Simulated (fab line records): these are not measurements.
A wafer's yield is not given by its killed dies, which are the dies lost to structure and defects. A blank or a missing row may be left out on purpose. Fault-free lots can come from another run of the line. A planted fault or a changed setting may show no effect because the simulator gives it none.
fab line records -- flow n5-finfet -- part 2 of 2: steps 5 to 6 of 6
record lots=23, wafers=69, last-day=20
route steps=1938 shown FIN_SAQP@148 FIN_CUT@173 STI_FIN_REVEAL@183 DUMMY_GATE@241
lots that met no fault: from a run of the same line without faults
start-h: hours from the record's first day to the start of the lot's first wafer shown -- wait-h: hours elapsed since this lot's preceding step -- " same as the row above -- L1.1+2: a row that stands for several wafers -- - value missing, or start not given -- * or withheld: withheld -- < > ~ a bound
route shown NAME@n: NAME is a module with steps in the file, n the number in the route of the first one -- usual: mean/standard deviation taken from wafers without a fault -- same: alike in all rows -- chamber/n: place in a boat -- sites: per-site readings -- _std_site: how widely they spread, as a standard deviation -- _edge_site: the outer-site mean with the inner-site mean subtracted -- radius-mm: how far each site lies from the wafer's centre -- mask NAME#n: copy n -- behind: the last tool/chamber to shape the wafer -- hold: what put the lot on hold/how long, in hours/how the hold closed -- device: which transistor (n, p or np) failed to switch -- end of line: tests run on the same wafers once the route is complete -- a step without rows: its recipe alone -- killed: not the wafer's yield, but the dies lost to structure and defects at the first sort -- map: a wafer's dies, marking killed ones x, the rest . and places with no die _
set.NAME: the run value of the setting; set.NAME@STEP: its run value at that earlier step -- model.NAME: the simulator's own value behind a step, which no gauge read
a sample of lots followed through the steps of the route, with each step as a table and each wafer as a row
services: when a tool's chamber went out of use (start-h, in hours from the record's first day, below 0 if earlier), for how many hours, and the reason
## steps
# step N5_DUMMY_GATE_STRIP_40
# recipe chemistry=CF4, resist=SiARC, power-w=300, bias-power-w=75, pressure-mtorr=50, cf4-flow-sccm=150, rf-frequency-hz=6e+07
# usual drypump-motor-current-A=5.3/0.43, oes-product-au=0.76/0.052, rf-vpp-V=272.2/1.6, showerhead-plenum-p-Torr=1.84/0.049, throttle-valve-pct=13.59/0.21
lot.wafer,tool,chamber,start-h,wait-h,drypump-motor-current-A,oes-product-au,rf-hours-counter-h,rf-vpp-V,showerhead-plenum-p-Torr,throttle-valve-pct
L074.2,rie-diel-02,1,49.05,0.1,5.1,0.78,110,273.3,1.88,13.30
L074.3,rie-diel-02,2,49.05,0.1,4.8,0.88,35,273.3,1.89,13.76
L074.5,rie-diel-02,2,49.05,0.1,4.8,0.88,-,274.5,1.89,13.77
L075.1,rie-diel-01,0,56.28,0.1,5.5,0.78,112,271.5,1.88,13.37
L075.5,rie-diel-01,0,56.28,0.1,5.5,0.77,-,271.9,1.88,13.39
L075.6,rie-diel-01,1,56.28,0.1,5.7,0.73,-,272.0,1.86,13.85
L076.2,rie-diel-02,3,59.40,0.1,5.5,0.85,46,273.9,1.89,13.24
L076.3,rie-diel-02,0,59.40,0.1,5.0,0.71,162,272.3,1.86,13.68
L076.5,rie-diel-02,0,59.40,0.1,5.0,0.72,-,271.6,1.86,13.68
L077.4,rie-diel-02,0,66.70,0.2,5.0,0.72,164,272.2,1.86,13.68
L077.5,rie-diel-02,2,66.70,0.2,4.8,0.87,-,275.6,1.89,13.77
L077.6,rie-diel-02,3,66.70,0.2,5.5,0.84,-,272.0,1.89,13.26
L078.1,rie-diel-01,0,72.24,0.1,5.5,0.77,117,272.6,1.88,13.39
L078.2,rie-diel-01,3,72.24,0.1,4.6,0.76,135,272.4,1.87,13.43
L078.6,rie-diel-01,0,72.24,0.1,5.5,0.77,-,273.2,1.88,13.37
L079.3,rie-diel-01,0,78.87,0.2,5.5,0.77,119,273.5,1.88,13.38
L079.5,rie-diel-01,1,78.87,0.2,5.8,0.72,-,272.9,1.86,13.88
L079.6,rie-diel-01,0,78.87,0.2,5.5,0.77,-,275.3,1.88,13.38
L080.3,rie-diel-04,2,84.04,0.1,5.5,0.74,160,271.7,1.79,13.61
L080.4,rie-diel-04,3,84.04,0.1,5.6,0.78,110,273.0,1.81,13.42
L080.6,rie-diel-04,2,84.04,0.1,5.5,0.74,-,270.1,1.79,13.63
L081.2,rie-diel-04,2,92.77,0.1,5.5,0.75,163,268.8,1.79,13.64
L081.5,rie-diel-04,2,92.77,0.1,5.5,0.74,-,271.0,1.79,13.66
L081.6,rie-diel-04,1,92.77,0.1,6.1,0.70,-,270.0,1.71,13.69
L082.2,rie-diel-04,1,96.68,0.1,6.1,0.69,208,268.9,1.71,13.70
L082.4,rie-diel-04,0,96.68,0.1,6.1,0.71,222,272.7,1.84,13.90
L082.5,rie-diel-04,0,96.68,0.1,6.1,0.72,-,272.0,1.84,13.90
L083.2,rie-diel-04,1,101.77,0.1,6.1,0.69,209,269.4,1.71,13.71
L083.5,rie-diel-04,3,101.77,0.1,5.7,0.78,-,268.8,1.80,13.44
L083.6,rie-diel-04,2,101.77,0.1,5.5,0.73,-,270.7,1.78,13.65
L084.1,rie-diel-02,3,108.28,0.1,5.5,0.82,61,273.3,1.89,13.30
L084.3,rie-diel-02,2,108.28,0.1,4.8,0.86,53,272.0,1.89,13.80
L084.4,rie-diel-02,1,108.28,0.1,5.1,0.76,127,271.4,1.87,13.34
L085.1,rie-diel-04,1,112.13,0.1,6.1,0.68,212,269.6,1.71,13.72
L085.2,rie-diel-04,3,112.13,0.1,5.7,0.78,117,270.4,1.80,13.43
L085.5,rie-diel-04,1,112.13,0.1,6.1,0.69,-,269.2,1.71,13.72
L086.2,rie-diel-02,0,120.71,0.1,5.1,0.70,178,271.4,1.85,13.71
L086.4,rie-diel-02,3,120.71,0.1,5.5,0.83,64,274.6,1.89,13.30
L086.6,rie-diel-02,2,120.71,0.1,4.8,0.84,-,272.4,1.89,13.82
L087.2,rie-diel-02,1,126.71,0.1,5.1,0.77,132,271.6,1.87,13.36
L087.5,rie-diel-02,3,126.71,0.1,5.5,0.82,-,275.1,1.89,13.28
L087.6,rie-diel-02,0,126.71,0.1,5.1,0.70,-,273.2,1.85,13.71
L088.1,rie-diel-01,3,129.67,0.1,4.6,0.75,156,271.2,1.87,13.47
L088.2,rie-diel-01,2,129.67,0.1,5.0,0.76,140,271.5,1.80,13.73
L088.4,rie-diel-01,1,129.67,0.1,5.8,0.70,217,272.2,1.85,13.92
L089.1,rie-diel-02,0,138.86,0.1,5.1,0.70,184,271.9,1.85,13.72
L089.2,rie-diel-02,3,138.86,0.1,5.5,0.82,69,274.7,1.89,13.32
L089.6,rie-diel-02,3,138.86,0.1,5.5,0.82,-,272.6,1.89,13.32
L091.2,rie-diel-04,1,149.04,0.1,6.1,0.67,224,268.5,1.71,13.73
L091.4,rie-diel-04,2,149.04,0.1,5.5,0.72,180,271.1,1.78,13.66
L091.6,rie-diel-04,3,149.04,0.1,5.7,0.76,-,269.8,1.80,13.46
L092.3,rie-diel-02,2,155.51,0.2,4.8,0.84,65,274.0,1.89,13.82
L092.4,rie-diel-02,1,155.51,0.2,5.1,0.75,141,272.6,1.87,13.36
L092.5,rie-diel-02,2,155.51,0.2,4.8,0.84,-,272.2,1.89,13.83
L093.1,rie-diel-02,3,163.15,0.1,5.5,0.81,77,274.0,1.88,13.32
L093.2,rie-diel-02,0,163.15,0.1,5.0,0.69,190,273.5,1.85,13.73
L093.5,rie-diel-02,0,163.15,0.1,5.0,0.70,-,271.6,1.85,13.74
L094.2,rie-diel-01,3,168.06,0.1,4.7,0.73,166,273.5,1.86,13.48
L094.3,rie-diel-01,1,168.06,0.1,5.7,0.70,227,271.9,1.85,13.93
L094.5,rie-diel-01,3,168.06,0.1,4.7,0.74,-,272.5,1.86,13.49
L095.1,rie-diel-04,2,172.71,0.1,5.5,0.72,188,271.2,1.78,13.67
L095.4,rie-diel-04,0,172.71,0.1,6.1,0.69,243,270.3,1.84,13.96
L095.5,rie-diel-04,1,172.71,0.1,6.1,0.68,-,269.0,1.70,13.76
L096.1,rie-diel-02,3,178.01,0.1,5.5,0.80,77,275.7,1.88,13.33
L096.4,rie-diel-02,0,178.01,0.1,5.0,0.69,197,272.0,1.85,13.76
L096.6,rie-diel-02,3,178.01,0.1,5.5,0.81,-,271.4,1.88,13.34
L097.1,rie-diel-01,0,184.25,0.1,5.5,0.75,147,273.2,1.87,13.45
L097.4,rie-diel-01,1,184.25,0.1,5.7,0.69,233,271.9,1.85,13.95
L097.6,rie-diel-01,3,184.25,0.1,4.6,0.74,-,270.6,1.86,13.48
# step N5_DUMMY_GATE_ETCH_32
# recipe chemistry=CF4, target=SiO2, target-depth-a=35, time-s=3.9, ion-energy-ev=350, pressure-mtorr=10, icp-w=800, bias-w=400, cf4-flow-sccm=80
# usual drypump-motor-current-A=5.5/0.34, oes-product-au=0.998/0.015, throttle-valve-pct=21.74/0.18
lot.wafer,tool,chamber,start-h,wait-h,drypump-motor-current-A,oes-product-au,rf-hours-counter-h,throttle-valve-pct
L074.2,rie-si-04,3,49.39,0.1,5.7,0.994,18,21.90
L074.3,rie-si-04,1,49.39,0.1,5.9,1.008,6,21.55
L074.5,rie-si-04,0,49.39,0.1,4.9,0.979,-,21.64
L075.1,rie-si-02,2,56.63,0.1,5.5,1.016,116,21.75
L075.5,rie-si-02,3,56.63,0.1,5.1,0.995,-,21.97
L075.6,rie-si-02,2,56.63,0.1,5.5,1.013,-,21.75
L076.2,rie-si-02,3,59.75,0.1,5.1,1.007,54,21.97
L076.3,rie-si-02,1,59.75,0.1,5.5,0.999,88,21.61
L076.5,rie-si-02,3,59.75,0.1,5.1,1.004,-,21.98
L077.4,rie-si-02,1,67.05,0.1,5.5,0.991,88,21.60
L077.5,rie-si-02,2,67.05,0.1,5.5,1.023,-,21.76
L077.6,rie-si-02,3,67.05,0.1,5.1,1.005,-,21.98
L078.1,rie-si-05,3,72.62,0.1,5.6,1.024,6,22.09
L078.2,rie-si-05,2,72.62,0.1,5.6,0.979,21,21.64
L078.6,rie-si-05,1,72.62,0.1,6.0,1.002,-,21.63
L079.3,rie-si-04,0,79.22,0.1,4.9,0.978,67,21.64
L079.5,rie-si-04,3,79.22,0.1,5.6,0.978,-,21.89
L079.6,rie-si-04,2,79.22,0.1,5.1,1.002,-,21.61
L080.3,rie-si-02,2,84.39,0.1,5.5,1.030,116,21.76
L080.4,rie-si-02,3,84.39,0.1,5.2,0.999,54,21.98
L080.6,rie-si-02,1,84.39,0.1,5.5,0.983,-,21.63
L081.2,rie-si-04,1,93.27,0.1,5.9,0.999,6,21.51
L081.5,rie-si-04,2,93.27,0.1,5.1,0.997,-,21.59
L081.6,rie-si-04,1,93.27,0.1,5.9,1.003,-,21.53
L082.2,rie-si-05,1,97.05,0.1,6.1,0.979,37,21.63
L082.4,rie-si-05,0,97.05,0.1,5.9,1.015,8,21.41
L082.5,rie-si-05,3,97.05,0.1,5.6,1.025,-,22.10
L083.2,rie-si-04,1,102.12,0.1,5.9,1.010,7,21.54
L083.5,rie-si-04,1,102.12,0.1,5.9,1.021,-,21.53
L083.6,rie-si-04,0,102.12,0.1,4.9,0.987,-,21.66
L084.1,rie-si-02,3,108.62,0.1,5.1,1.008,55,21.97
L084.3,rie-si-02,2,108.62,0.1,5.5,1.029,117,21.75
L084.4,rie-si-02,1,108.62,0.1,5.5,0.988,89,21.60
L085.1,rie-si-02,2,112.47,0.1,5.5,1.015,117,21.73
L085.2,rie-si-02,0,112.47,0.1,5.8,0.971,183,21.89
L085.5,rie-si-02,2,112.47,0.1,5.5,1.023,-,21.75
L086.2,rie-si-05,1,121.06,0.1,6.1,0.996,37,21.62
L086.4,rie-si-05,0,121.06,0.1,5.9,0.998,9,21.39
L086.6,rie-si-05,0,121.06,0.1,5.9,1.011,-,21.40
L087.2,rie-si-02,2,127.07,0.1,5.5,1.017,117,21.74
L087.5,rie-si-02,1,127.07,0.1,5.5,0.978,-,21.62
L087.6,rie-si-02,0,127.07,0.1,5.8,0.973,-,21.87
L088.1,rie-si-04,0,130.02,0.1,4.9,0.978,67,21.67
L088.2,rie-si-04,3,130.02,0.1,5.6,0.992,20,21.91
L088.4,rie-si-04,2,130.02,0.1,5.1,1.002,8,21.59
L089.1,rie-si-02,3,139.21,0.1,5.1,0.998,55,21.98
L089.2,rie-si-02,2,139.21,0.1,5.5,1.017,117,21.76
L089.6,rie-si-02,2,139.21,0.1,5.5,1.019,-,21.76
L091.2,rie-si-05,0,149.39,0.1,5.9,1.011,9,21.41
L091.4,rie-si-05,1,149.39,0.1,6.1,0.994,38,21.62
L091.6,rie-si-05,1,149.39,0.1,6.1,0.998,-,21.62
L092.3,rie-si-05,1,155.95,0.1,6.0,0.994,38,21.61
L092.4,rie-si-05,3,155.95,0.1,5.7,1.026,7,22.08
L092.5,rie-si-05,1,155.95,0.1,6.0,0.995,-,21.61
L093.1,rie-si-02,1,163.50,0.1,5.5,0.988,90,21.62
L093.2,rie-si-02,2,163.50,0.1,5.5,1.023,118,21.75
L093.5,rie-si-02,0,163.50,0.1,5.8,0.985,-,21.88
L094.2,rie-si-04,2,168.42,0.1,5.1,1.012,8,21.60
L094.3,rie-si-04,0,168.42,0.1,4.9,0.979,68,21.65
L094.5,rie-si-04,3,168.42,0.1,5.7,0.994,-,21.91
L095.1,rie-si-04,1,173.22,0.1,5.9,1.002,8,21.52
L095.4,rie-si-04,0,173.22,0.1,4.9,0.982,68,21.67
L095.5,rie-si-04,1,173.22,0.1,5.8,1.007,-,21.52
L096.1,rie-si-02,3,178.35,0.1,5.1,0.997,56,21.98
L096.4,rie-si-02,2,178.35,0.1,5.5,1.035,118,21.76
L096.6,rie-si-02,3,178.35,0.1,5.1,1.000,-,21.97
L097.1,rie-si-02,3,184.71,0.1,5.1,0.998,56,21.99
L097.4,rie-si-02,1,184.71,0.1,5.6,0.987,90,21.64
L097.6,rie-si-02,3,184.71,0.1,5.1,1.010,-,21.97
## services
tool,chamber,start-h,hours,kind
rie-diel-05,1,5.36,16.8,repair
ald-sin-03,-,6.39,2.1,repair
rie-diel-04,1,8.23,5.3,repair
rie-diel-02,-,9.99,15.6,pm
rie-diel-06,-,13.12,2.8,pm
rie-si-04,-,13.47,2.1,repair
rie-si-02,-,13.57,2.8,pm
rie-diel-04,0,15.45,16.7,repair
rie-diel-05,-,20.76,2.8,pm
rie-si-04,3,22.15,8.1,repair
rie-diel-05,-,24.93,0.3,repair
ald-sin-04,1,35.32,14.6,repair
rie-diel-04,3,40.64,4.0,repair
rie-si-04,-,41.45,0.4,repair
rie-si-02,1,41.62,14.8,repair
rie-si-04,3,58.45,3.3,repair
rie-diel-04,3,87.56,2.5,repair
rie-diel-02,0,100.91,6.0,repair
ald-sin-03,3,134.81,2.6,repair
rie-diel-02,2,137.47,6.3,repair
ald-sin-04,-,164.23,2.8,pm
rie-diel-02,3,164.68,12.2,repair
ald-sin-04,-,177.68,14.0,pm
rie-diel-04,1,180.16,11.0,repair
